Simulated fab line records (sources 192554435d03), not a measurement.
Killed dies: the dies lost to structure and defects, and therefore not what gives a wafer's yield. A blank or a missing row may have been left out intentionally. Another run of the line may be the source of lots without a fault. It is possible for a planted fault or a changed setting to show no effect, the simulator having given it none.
Which tool was responsible? ; flow n5Finfet ; 10 lots with 30 wafers sampled at 6 steps, on a route of 1938 steps

== WHAT EACH GAUGE READ, for each wafer ==
N5_BEOL_M6_THK_MEAS_53: measures by xrf.
lot;measured;on;M6_THK (nm)
L075;day 11 05:39;filmMetro-02;80.7 80.0 76.7
L077;day 11 13:22;filmMetro-01;77.3 74.3 81.1
L082;day 12 08:28;filmMetro-02;77.4 80.5 78.0
L080;day 12 18:45;filmMetro-02;77.8 77.1 77.6
L085;day 13 09:56;filmMetro-02;80.1 82.0 78.6
L087;day 14 03:07;filmMetro-01;86.9 83.5 80.7
L086;day 14 10:58;filmMetro-02;82.1 76.1 77.7
L093;day 15 02:19;filmMetro-02;76.8 74.9 76.6
L092;day 15 07:44;filmMetro-02;80.0 79.1 79.2
L097;day 16 10:31;filmMetro-02;77.8 82.0 80.8

== WHAT TOOL EACH LOT RAN ON (gives the tool, then ch and the chambers of the sampled wafers, and finally the start) ==
lot;N5_BEOL_M6_ETCH_65;N5_BEOL_M6_ETCH_66;N5_BEOL_M6_TRENCH_ETCH_37;N5_BEOL_M6_DEGAS_44;N5_BEOL_M6_SPUTTER_48
L075;rieDiel-04 ch 0,1,3, day 11 01:39;rieDiel-04 ch 0,1,3, day 11 01:41;rieDiel-04 ch 0,1,3, day 11 02:34 or earlier;pvdSputter-01, day 11 02:34;pvdSputter-01, day 11 04:51
L077;rieDiel-05 ch 1,2, day 11 10:13;rieDiel-05 ch 1,2, day 11 10:14;rieDiel-05 ch 1,2, day 11 11:14 or earlier;pvdSputter-01, day 11 11:14;pvdSputter-01, day 11 12:16
L082;rieDiel-04 ch 1,3, day 12 05:16;rieDiel-04 ch 1,3, day 12 05:17;rieDiel-04 ch 1,3, day 12 06:28 or earlier;pvdSputter-03, day 12 06:28;pvdSputter-02, day 12 07:29
L080;rieDiel-01 ch 1,3, day 12 15:19;rieDiel-01 ch 1,3, day 12 15:20;rieDiel-01 ch 1,3, day 12 16:18 or earlier;pvdSputter-01, day 12 16:18;pvdSputter-02, day 12 17:57
L085;rieDiel-04 ch 0,1,3, day 13 07:10;rieDiel-04 ch 0,1,3, day 13 07:11;rieDiel-04 ch 0,1,3, day 13 08:08 or earlier;pvdSputter-03, day 13 08:08;pvdSputter-01, day 13 08:49
L087;rieDiel-05 ch 2,3, day 14 00:11;rieDiel-05 ch 2,3, day 14 00:13;rieDiel-05 ch 2,3, day 14 01:13 or earlier;pvdSputter-03, day 14 01:13;pvdSputter-02, day 14 01:58
L086;rieDiel-05 ch 0,3, day 14 06:34;rieDiel-05 ch 0,3, day 14 06:35;rieDiel-05 ch 0,3, day 14 09:27 or earlier;pvdSputter-03, day 14 09:27;pvdSputter-03, day 14 10:10
L093;rieDiel-01 ch 1,3, day 14 22:48;rieDiel-01 ch 1,3, day 14 22:50;rieDiel-01 ch 1,3, day 15 00:14 or earlier;pvdSputter-03, day 15 00:14;pvdSputter-01, day 15 01:30
L092;rieDiel-05 ch 0,1, day 15 05:01;rieDiel-05 ch 0,1, day 15 05:03;rieDiel-05 ch 0,1, day 15 06:02 or earlier;pvdSputter-03, day 15 06:02;pvdSputter-01, day 15 06:56
L097;rieDiel-04 ch 0,1, day 16 08:09;rieDiel-04 ch 0,1, day 16 08:11;rieDiel-04 ch 0,1, day 16 09:04 or earlier;pvdSputter-02, day 16 09:04;pvdSputter-03, day 16 09:40
- N5_BEOL_M6_ETCH_65: etches SiARC in CF4, target depth 15.6 nm, time 26 s.
- N5_BEOL_M6_ETCH_66: etches SOC in N2/H2, target depth 80 nm, overetch 16 nm, time 120 s.
- N5_BEOL_M6_TRENCH_ETCH_37: etches SiCOH lowk in C4F6/O2, target depth 94.435 nm, time 31.5 s.
- N5_BEOL_M6_DEGAS_44: time 60 s.
- N5_BEOL_M6_SPUTTER_48: material Cu, target thk 10 nm, time 1.667 s.

== THE ANSWER, worked out from the rows above alone ==
Rule: what is usual is taken from the lots themselves. The widest of any qualifying gaps counts: lots, ordered by their means at a reading, are off when they make up no more than a third of the lots, leave a main group of 4 or more, and stand apart from it by 3 or more times the standard deviation of that group's means. If all means in a main group match to the digits the tables above print for the reading, that group is not used. Also off: a lot with no number at a reading for which 4 or more lots have one. The other lots that the step has rows for count as sound.
Nothing can be told from this: no lot is off at any reading shown.

== WHAT WAS PUT IN BY THE SIMULATOR ==
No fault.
